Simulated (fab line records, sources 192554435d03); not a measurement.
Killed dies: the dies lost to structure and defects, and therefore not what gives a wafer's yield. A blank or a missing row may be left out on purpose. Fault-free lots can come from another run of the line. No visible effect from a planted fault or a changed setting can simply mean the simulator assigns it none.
fab line records	flow n5Finfet
record lots=6	wafers=18	lastDay=17
route steps=1938 shown MIM_BOT_LITHO@1856 MIM_BOT_ETCH@1866 PASSIVATION@1936
lots with no fault: from the same line, run without faults
startH: start of the lot's first displayed wafer, in hours after the record's first day	waitH: hours from the lot's prior step to this one	" unchanged from the row above	L1.1+2: a row that stands for several wafers	- no value, or no start given	* or withheld: withheld	< > ~ a bound
route shown NAME@n: NAME is a module with steps in the file, n the number in the route of the first one	usual: average and standard deviation across the fault-free wafers	same: alike in all rows	chamber/n: place in a boat	sites: the reading at each site	_std_site: the values' standard deviation	_edge_site: inner sites' mean taken away from outer sites' mean	radiusMm: for every site, how far away it sits from the centre of the wafer	mask NAME#n: copy n	behind: the tool/chamber that last shaped the wafer	hold: what put the lot on hold/how long, in hours/how the hold closed	device: names the non-switching transistor (n, p or np)	end of line: at the end of the route, the tests of the same wafers	for a step that has no rows: nothing shown but its recipe	killed: not the wafer's yield, but the dies lost to structure and defects at the first sort	map: dies across one wafer; x = killed, . = not, _ = none there
set.NAME: the setting as run; set.NAME@STEP: as run at that earlier step	model.NAME: the simulator's own value behind a step, which no gauge read
certain route steps with their lots: each step a table, each wafer a row
services: when a tool's chamber went out of use (startH, in hours from the record's first day, below 0 if earlier), for how many hours, and the reason
## steps
# step N5_MIM_BOT_LITHO_EBR_04
# recipe solvent=PGMEA	ebrWidthMm=1.5
# step N5_MIM_BOT_LITHO_SOFTBAKE_03
# recipe tempC=100	timeS=90
# step N5_MIM_BOT_LITHO_EXPOSE_05
# recipe maskId=MIM_BOT	na=0.55	sourceShape=conventional	sigmaOuter=0.8	polarization=unpolarized	doseMj=24.25
# step N5_MIM_BOT_LITHO_PEB_06
# recipe pebTempC=withheld	pebTimeS=*
# step N5_MIM_BOT_LITHO_DEVELOP_07
# recipe developTimeS=60	rinseLiquid=diw	dry=airSpin	devTempC=21
# step N5_MIM_BOT_LITHO_HARDBAKE_09
# recipe tempC=130	timeS=120
# step N5_MIM_BOT_LITHO_CD_MEAS_08
# recipe targetCdNm=3000	landingEnergyEv=500	detector=seInlens	polarity=opening
# usual cdNm=2999.6/1.7
lot.wafer	tool	chamber	startH	waitH	cdNm
L941.1	cdSem-03	0	276.21	-	3000.5
L941.4	"	0	"	"	2997.6
L941.5	"	0	"	"	2999.8
L945.1	cdSem-01	0	296.27	-	3001.3
L945.3	"	0	"	"	3003.0
L945.5	"	0	"	"	2999.4
L953.2	cdSem-02	0	347.39	-	3002.8
L953.3	"	0	"	"	3003.2
L953.5	"	0	"	"	3005.9
L954.2	cdSem-03	0	369.05	-	2997.9
L954.3	"	0	"	"	3000.6
L954.6	"	0	"	"	3001.4
L957.3	cdSem-03	0	374.06	-	3001.1
L957.4	"	0	"	"	3000.9
L957.5	"	0	"	"	3001.7
L961.2	cdSem-02	0	388.39	-	3000.1
L961.3	"	0	"	"	2999.6
L961.4	"	0	"	"	2998.2
# step N5_MIM_BOT_LITHO_OVL_MEAS_11
# recipe pointsPerWafer=44
# usual MIM_BOT_OVL=-1/4.8
lot.wafer	tool	chamber	startH	waitH	MIM_BOT_OVL[nm]
L941.1	overlay-02	0	276.24	0.0	1
L941.4	"	0	"	"	0
L941.5	"	0	"	"	-5
L945.1	overlay-01	0	296.30	0.0	-7
L945.3	"	0	"	"	-9
L945.5	"	0	"	"	-4
L953.2	overlay-01	0	347.42	0.0	1
L953.3	"	0	"	"	4
L953.5	"	0	"	"	1
L954.2	overlay-01	0	369.08	0.0	2
L954.3	"	0	"	"	1
L954.6	"	0	"	"	9
L957.3	overlay-01	0	374.09	0.0	3
L957.4	"	0	"	"	3
L957.5	"	0	"	"	10
L961.2	overlay-01	0	388.42	0.0	4
L961.3	"	0	"	"	2
L961.4	"	0	"	"	-5
# step N5_MIM_BOT_LITHO_INSPECT_12
# recipe mode=adi	inspectInstrument=macro
# usual rawDefectCount=1.9/1.3
lot.wafer	tool	chamber	startH	waitH	rawDefectCount
L941.1	defectInspect-02	-	276.26	0.0	3
L941.4	"	-	"	"	1
L941.5	"	-	"	"	0
L945.1	defectInspect-01	-	296.32	0.0	2
L945.3	"	-	"	"	3
L945.5	"	-	"	"	2
L953.2	defectInspect-01	-	347.45	0.0	4
L953.3	"	-	"	"	0
L953.5	"	-	"	"	2
L954.2	defectInspect-01	-	369.10	0.0	5
L954.3	"	-	"	"	4
L954.6	"	-	"	"	1
L957.3	defectInspect-02	-	374.11	0.0	2
L957.4	"	-	"	"	3
L957.5	"	-	"	"	5
L961.2	defectInspect-02	-	388.45	0.0	4
L961.3	"	-	"	"	1
L961.4	"	-	"	"	2
# step N5_MIM_BOT_LITHO_DESCUM_10
# recipe chemistry=O2	timeS=7.9	sourcePowerW=50	biasPowerW=20	pressureMtorr=20	rfFrequencyHz=2.712e+07	tempC=40	o2FlowSccm=225
# usual drypumpMotorCurrentA=5.9/0.38	oesProductAu=0.83/0.099	rfVppV=242.4/1.2	showerheadPlenumPTorr=2.04/0.071	throttleValvePct=20.31/0.24
lot.wafer	tool	chamber	startH	waitH	drypumpMotorCurrentA	oesProductAu	rfHoursCounterH	rfVppV	showerheadPlenumPTorr	throttleValvePct
L941.1	rieDiel-03	0	276.30	0.0	6.3	0.96	11	243.5	2.06	20.27
L941.4	"	1	"	"	6.3	0.75	-	242.2	2.09	20.47
L941.5	"	0	"	"	6.3	0.96	-	242.1	2.06	20.26
L945.1	rieDiel-02	3	296.48	0.2	6.0	0.80	91	242.7	2.01	20.47
L945.3	"	1	"	"	5.4	0.70	227	245.0	2.15	20.32
L945.5	"	1	"	"	5.4	0.70	-	243.8	2.15	20.31
L953.2	rieDiel-03	0	347.48	0.0	6.3	0.90	40	242.9	2.05	20.32
L953.3	"	2	"	"	5.5	0.89	49	242.7	2.02	20.02
L953.5	"	1	"	"	6.4	0.73	-	241.7	2.08	20.52
L954.2	rieDiel-02	3	369.34	0.2	6.0	0.75	120	242.8	2.00	20.52
L954.3	"	2	"	"	5.8	0.83	64	241.9	2.04	20.45
L954.6	"	0	"	"	6.3	0.69	-	239.0	1.88	20.52
L957.3	rieDiel-03	3	374.29	0.2	5.9	0.98	7	242.8	2.04	19.78
L957.4	"	0	"	"	6.3	0.88	49	242.8	2.05	20.34
L957.5	"	2	"	"	5.4	0.87	-	241.5	2.02	20.04
L961.2	rieDiel-03	2	388.67	0.2	5.5	0.86	63	241.2	2.02	20.06
L961.3	"	0	"	"	6.3	0.88	53	240.1	2.04	20.35
L961.4	"	3	"	"	5.9	0.96	-	241.7	2.03	19.78
# step N5_MIM_BOT_ETCH_ETCH_04
# recipe chemistry=CF4/O2	target=SiNx	targetDepthA=260	timeS=13	ionEnergyEv=100	pressureMtorr=40	sourceW=535	biasW=49	Ar_flow_sccm=100	cf4FlowSccm=100	O2_flow_sccm=10
# usual biasW=49.00/0.14	drypumpMotorCurrentA=5.9/0.38	mfcArSccm=100.02/0.29	oes_o_777_au=0.82/0.099	oesProductAu=0.83/0.1	rfVppV=240/6.1	showerheadPlenumPTorr=2.15/0.066	throttleValvePct=15.89/0.22
lot.wafer	tool	chamber	startH	waitH	biasW	drypumpMotorCurrentA	mfcArSccm	oes_o_777_au	oesProductAu	rfHoursCounterH	rfVppV	showerheadPlenumPTorr	throttleValvePct
L941.1	rieDiel-03	0	276.36	0.0	49.21	6.2	99.77	0.97	0.97	11	238	2.16	15.78
L941.4	"	1	"	"	48.90	6.4	99.79	0.76	0.74	-	235	2.20	16.05
L941.5	"	0	"	"	49.16	6.3	99.61	0.97	0.97	-	240	2.16	15.78
L945.1	rieDiel-02	3	296.55	0.0	49.02	5.9	100.44	0.78	0.80	91	237	2.12	16.04
L945.3	"	1	"	"	48.90	5.4	99.73	0.70	0.69	227	246	2.27	15.97
L945.5	"	1	"	"	48.83	5.4	100.37	0.70	0.69	-	245	2.27	15.97
L953.2	rieDiel-03	0	347.55	0.0	48.84	6.3	99.66	0.91	0.92	40	238	2.15	15.84
L953.3	"	2	"	"	48.99	5.5	100.19	0.87	0.91	49	234	2.15	15.71
L953.5	"	1	"	"	48.90	6.3	100.14	0.74	0.73	-	232	2.19	16.10
L954.2	rieDiel-02	3	369.41	0.0	49.20	5.9	99.69	0.76	0.77	120	236	2.11	16.09
L954.3	"	2	"	"	49.03	5.8	99.66	0.82	0.83	64	251	2.15	15.94
L954.6	"	0	"	"	48.91	6.4	100.10	0.69	0.70	-	240	2.00	16.19
L957.3	rieDiel-03	3	374.35	0.0	48.92	5.9	99.62	0.93	0.99	7	234	2.17	15.47
L957.4	"	0	"	"	49.30	6.3	99.84	0.90	0.90	49	238	2.15	15.86
L957.5	"	2	"	"	48.94	5.5	100.21	0.86	0.89	-	234	2.15	15.71
L961.2	rieDiel-03	2	388.73	0.0	48.90	5.5	100.19	0.85	0.88	63	234	2.15	15.73
L961.3	"	0	"	"	48.85	6.3	99.88	0.88	0.89	53	239	2.15	15.86
L961.4	"	3	"	"	48.97	5.9	100.22	0.92	0.97	-	233	2.17	15.49
# step N5_MIM_BOT_ETCH_ETCH_03
# recipe chemistry=Cl2/BCl3	targetDepthA=120	pressureMtorr=8	icpW=800	biasW=100	Cl2_flow_sccm=20	bcl3FlowSccm=80
# usual biasW=99.96/0.28	drypumpMotorCurrentA=5.8/0.41	oesProductAu=0.77/0.11	throttleValvePct=27.68/0.24
lot.wafer	tool	chamber	startH	waitH	biasW	drypumpMotorCurrentA	oesProductAu	rfHoursCounterH	throttleValvePct
L941.1	rieMetal-01	1	276.46	0.1	99.87	5.9	0.71	83	27.35
L941.4	"	1	"	"	100.21	6.0	0.72	-	27.35
L941.5	"	1	"	"	99.89	6.0	0.70	-	27.37
L945.1	rieMetal-02	0	296.64	0.1	99.76	5.7	0.93	7	27.57
L945.3	"	1	"	"	100.14	5.1	0.69	-	28.03
L945.5	"	0	"	"	99.60	5.7	0.92	-	27.53
L953.2	rieMetal-01	1	347.64	0.1	99.69	5.9	0.68	92	27.37
L953.3	"	1	"	"	99.75	6.0	0.69	-	27.40
L953.5	"	0	"	"	100.24	6.1	0.92	-	27.57
L954.2	rieMetal-01	0	369.50	0.1	99.65	6.1	0.92	4	27.56
L954.3	"	1	"	"	100.49	5.9	0.69	-	27.38
L954.6	"	0	"	"	99.33	6.1	0.93	-	27.56
L957.3	rieMetal-02	1	374.47	0.1	100.19	5.1	0.68	-	28.06
L957.4	"	0	"	"	99.61	5.7	0.88	-	27.55
L957.5	"	1	"	"	99.74	5.1	0.68	-	28.06
L961.2	rieMetal-02	1	388.82	0.1	99.75	5.1	0.68	99	28.04
L961.3	"	1	"	"	100.02	5.1	0.68	-	28.05
L961.4	"	0	"	"	99.68	5.7	0.88	-	27.54
# step N5_MIM_BOT_ETCH_ETCH_00
# recipe chemistry=Cl2/BCl3	target=TiN	targetDepthA=455	ionEnergyEv=150	pressureMtorr=10	icpW=1000	biasW=126	Cl2_flow_sccm=53.25	bcl3FlowSccm=21.75	Ar_flow_sccm=25
# usual biasW=126.0/0.4	drypumpMotorCurrentA=5.8/0.41	mfcArSccm=24.99/0.071	oesProductAu=0.78/0.11	throttleValvePct=22.03/0.24
lot.wafer	tool	chamber	startH	waitH	biasW	drypumpMotorCurrentA	mfcArSccm	oesProductAu	rfHoursCounterH	throttleValvePct	model.etch.depthNm
L941.1	rieMetal-01	1	276.58	0.1	126.3	6.0	24.93	0.70	83	21.76	47.75
L941.4	"	1	"	"	126.4	5.9	24.93	0.71	-	21.77	47.76
L941.5	"	1	"	"	126.6	5.9	24.94	0.71	-	21.75	47.92
L945.1	rieMetal-02	0	296.73	0.1	126.1	5.7	25.00	0.91	7	21.74	47.59
L945.3	"	1	"	"	127.1	5.1	24.91	0.70	-	22.35	46.48
L945.5	"	0	"	"	126.1	5.7	25.13	0.92	-	21.74	47.73
L953.2	rieMetal-01	1	347.73	0.1	142.0	5.9	25.14	0.70	92	21.76	49.06
L953.3	"	1	"	"	142.3	6.0	25.05	0.71	-	21.77	49.19
L953.5	"	0	"	"	126.1	6.1	25.06	0.93	-	22.01	44.96
L954.2	rieMetal-01	0	369.59	0.1	125.9	6.1	25.00	0.92	4	21.97	45.83
L954.3	"	1	"	"	142.1	6.0	24.88	0.71	-	21.74	49.85
L954.6	"	0	"	"	125.4	6.1	25.04	0.92	-	21.98	45.9
L957.3	rieMetal-02	1	374.57	0.1	126.3	5.1	25.16	0.69	-	22.37	46.52
L957.4	"	0	"	"	125.9	5.7	24.96	0.88	-	21.77	47.43
L957.5	"	1	"	"	126.2	5.1	25.02	0.68	-	22.37	46.34
L961.2	rieMetal-02	1	388.91	0.1	125.7	5.1	24.96	0.68	99	22.35	46.47
L961.3	"	1	"	"	125.9	5.1	25.00	0.69	-	22.37	46.97
L961.4	"	0	"	"	125.3	5.8	24.97	0.89	-	21.77	48.12
# step N5_MIM_BOT_ETCH_STRIP_01
# recipe chemistry=O2	powerW=600	tempC=60	pressureMtorr=30	rfFrequencyHz=6e+07	biasPowerW=0	overashFraction=0.5	o2FlowSccm=225
# usual drypumpMotorCurrentA=5.8/0.43	oesProductAu=0.86/0.097	rfVppV=3.7/1.3	showerheadPlenumPTorr=2.07/0.076	throttleValvePct=16.51/0.23
# same overashFraction=0.5
lot.wafer	tool	chamber	startH	waitH	drypumpMotorCurrentA	oesProductAu	rfHoursCounterH	rfVppV	showerheadPlenumPTorr	throttleValvePct
L941.1	rieDiel-03	0	276.76	0.1	6.3	0.95	11	4.4	2.06	16.51
L941.4	"	2	"	"	5.5	0.93	-	3.0	2.04	16.22
L941.5	"	0	"	"	6.3	0.98	-	3.6	2.06	16.52
L945.1	rieDiel-02	1	296.99	0.2	5.4	0.71	227	2.7	2.16	16.63
L945.3	"	3	"	"	6.0	0.80	91	3.1	2.01	16.70
L945.5	"	1	"	"	5.4	0.69	-	2.3	2.16	16.63
L953.2	rieDiel-03	1	347.90	0.1	6.3	0.73	180	6.4	2.08	16.80
L953.3	"	2	"	"	5.5	0.88	49	3.9	2.03	16.28
L953.5	"	0	"	"	6.2	0.90	-	4.2	2.05	16.54
L954.2	rieDiel-03	2	369.73	0.1	5.5	0.87	55	3.5	2.02	16.30
L954.3	"	3	"	"	5.9	1.01	4	3.3	2.04	16.02
L954.6	"	3	"	"	5.9	0.98	-	2.8	2.04	16.03
L957.3	rieDiel-05	3	374.78	0.2	6.5	0.93	17	2.3	2.14	16.58
L957.4	"	1	"	"	5.2	0.90	34	1.4	2.15	16.72
L957.5	"	3	"	"	6.5	0.92	-	5.3	2.14	16.61
L961.2	rieDiel-02	0	389.09	0.1	6.4	0.69	224	1.3	1.88	16.86
L961.3	"	3	"	"	6.0	0.77	129	3.1	2.00	16.76
L961.4	"	2	"	"	5.8	0.84	-	4.4	2.05	16.70
# step N5_PASSIVATION_PROBE_49
# usual defectLimitedYield=91.3/1.3	killed_at_M0_to_M3=35/9.3	killed_at_M4_up=14/5.2	killedAtContacts=12/5.9	killedAtFrontEnd=38/11	killedAtOther=4/3.7	killedDies=103/15	killedOnRim=14/4	killedOpen=67/12	killedShort=34/8	sort_bin_5_function=5.1/0.88	sort_bin_6_memory=3.3/0.65	sortNPass=1077/15	sortYieldPct=91.3/1.3
# same grossDies=1180	killedAtBackSide=0	sort_bin_4_leakage[%]=0	sort_bin_8_speed[%]=0
lot.wafer	tool	chamber	startH	waitH	defectLimitedYield[%]	killed_at_M0_to_M3	killed_at_M4_up	killedAtContacts	killedAtFrontEnd	killedAtOther	killedDies	killedOnRim	killedOpen	killedShort	sort_bin_5_function[%]	sort_bin_6_memory[%]	sortNPass	sortYieldPct[%]
L953.2	prober-01	-	356.01	0.1	90.8	48	14	14	29	4	109	14	73	36	5.3	3.5	1071	90.8
L953.3	prober-01	-	356.06	0.1	92.8	36	11	5	29	4	85	10	42	42	4.1	2.6	1095	92.8
L957.4	prober-02	-	382.73	0.2	89.7	44	23	19	33	3	122	17	89	31	6.2	4.2	1058	89.7
L961.2	prober-01	-	397.88	0.1	92.4	33	8	9	33	7	90	9	59	30	4.2	3.3	1090	92.4
L961.3	prober-01	-	397.93	0.1	90.7	30	11	29	36	4	110	8	67	41	5.3	3.9	1070	90.7
L961.4	prober-01	-	397.98	0.2	91.7	34	10	19	30	5	98	12	61	34	4.7	3.6	1082	91.7
# killed by level:class
L953.2 MOL_CONTACT_COAG:geometricParticle:open=12 BEOL_M0_SAQP:geometricParticle:open=11 BEOL_M2:geometricParticle:open=11 BEOL_M0_SAQP:geometricParticle:short=8 FIN_SAQP:geometricParticle:short=7 DUMMY_GATE:geometricParticle:open=7 BEOL_M3:geometricParticle:open=6 FIN_SAQP:geometricParticle:open=5
L953.3 BEOL_M0_SAQP:geometricParticle:short=15 BEOL_M0_SAQP:geometricParticle:open=7 FIN_SAQP:geometricParticle:short=4 DUMMY_GATE:geometricParticle:open=4 STARTING-WAFER:geometricParticle:short=4 BEOL_M3:geometricParticle:open=4 STI_FIN_REVEAL:geometricParticle:open=3 GATE_CUT:geometricParticle:short=3
L957.4 MOL_CONTACT_COAG:geometricParticle:open=18 BEOL_M0_SAQP:geometricParticle:open=15 BEOL_M0_SAQP:geometricParticle:short=10 STI_FIN_REVEAL:geometricParticle:open=8 BEOL_M1:geometricParticle:open=8 BEOL_M4:geometricParticle:open=8 BEOL_M5:geometricParticle:open=7 FIN_SAQP:geometricParticle:open=5
L961.2 BEOL_M2:geometricParticle:open=12 STI_FIN_REVEAL:geometricParticle:open=8 DUMMY_GATE:geometricParticle:open=6 MOL_CONTACT_COAG:geometricParticle:open=6 FIN_SAQP:geometricParticle:short=5 BEOL_M0_SAQP:geometricParticle:short=5 BEOL_M1:geometricParticle:open=4 BEOL_M3:geometricParticle:open=4
L961.3 MOL_CONTACT_COAG:geometricParticle:open=23 GATE_CUT:geometricParticle:short=11 BEOL_M2:geometricParticle:open=11 STI_FIN_REVEAL:geometricParticle:open=6 BEOL_M4:geometricParticle:open=6 BEOL_M0_SAQP:geometricParticle:short=5 MOL_CONTACT_COAG:geometricParticle:short=5 FIN_SAQP:geometricParticle:short=4
L961.4 MOL_CONTACT_COAG:geometricParticle:open=10 STI_FIN_REVEAL:geometricParticle:open=9 BEOL_M3:geometricParticle:open=9 MOL_CONTACT_COAG:geometricParticle:short=7 BEOL_M0_SAQP:geometricParticle:open=7 BEOL_M2:geometricParticle:open=7 GATE_CUT:geometricParticle:open=4 GATE_CUT:geometricParticle:short=4
## services
tool	chamber	startH	hours	kind
rieDiel-05	3	253.97	1.8	repair
rieDiel-02	1	259.41	3.0	repair
rieDiel-02	0	272.35	6.4	repair
rieDiel-03	3	272.91	8.3	repair
rieMetal-01	0	283.23	-	clean
rieMetal-01	0	283.23	28.5	scheduledDown
rieMetal-01	0	283.23	28.5	ventCycle
rieDiel-03	2	308.08	2.5	repair
rieDiel-03	3	308.34	5.9	repair
rieDiel-03	1	314.59	8.3	repair
rieDiel-05	2	335.38	4.5	repair
rieDiel-03	3	337.16	-	clean
rieDiel-03	3	337.16	-	consumableReplace:focusRing
rieDiel-03	3	337.16	15.6	scheduledDown
rieDiel-03	3	337.16	15.6	ventCycle
rieMetal-01	-	348.39	1.9	repair
rieDiel-02	1	349.06	28.8	repair
rieMetal-01	-	360.30	5.2	repair
rieDiel-03	1	370.41	3.2	repair
rieDiel-03	3	376.39	2.1	repair
rieMetal-02	-	379.22	0.3	repair
rieDiel-03	0	382.97	3.4	repair
rieDiel-03	1	385.29	21.7	repair
rieDiel-05	1	385.92	10.7	repair
## key
firstSign step=N5_MIM_BOT_ETCH_ETCH_00	reading=biasW	direction=up	sigmas=40	usual=*	struck=*
effect none on later readings
modelEffect step=N5_MIM_BOT_ETCH_ETCH_00	value=etch.depthNm	without=47.26	struck=49.37
metAt N5_MIM_BOT_ETCH_ETCH_00
struckWafers L953.2,L953.3,L954.3
onsetBetween 276.58 347.73
fault kind=processParameterDrift	tool=rieMetal-01	chamber=1	onsetH=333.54	steps=N5_MIM_BOT_ETCH_ETCH_00	channel=biasW	offset=*	shape=step	endH=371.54	actsIn=*	stated=*
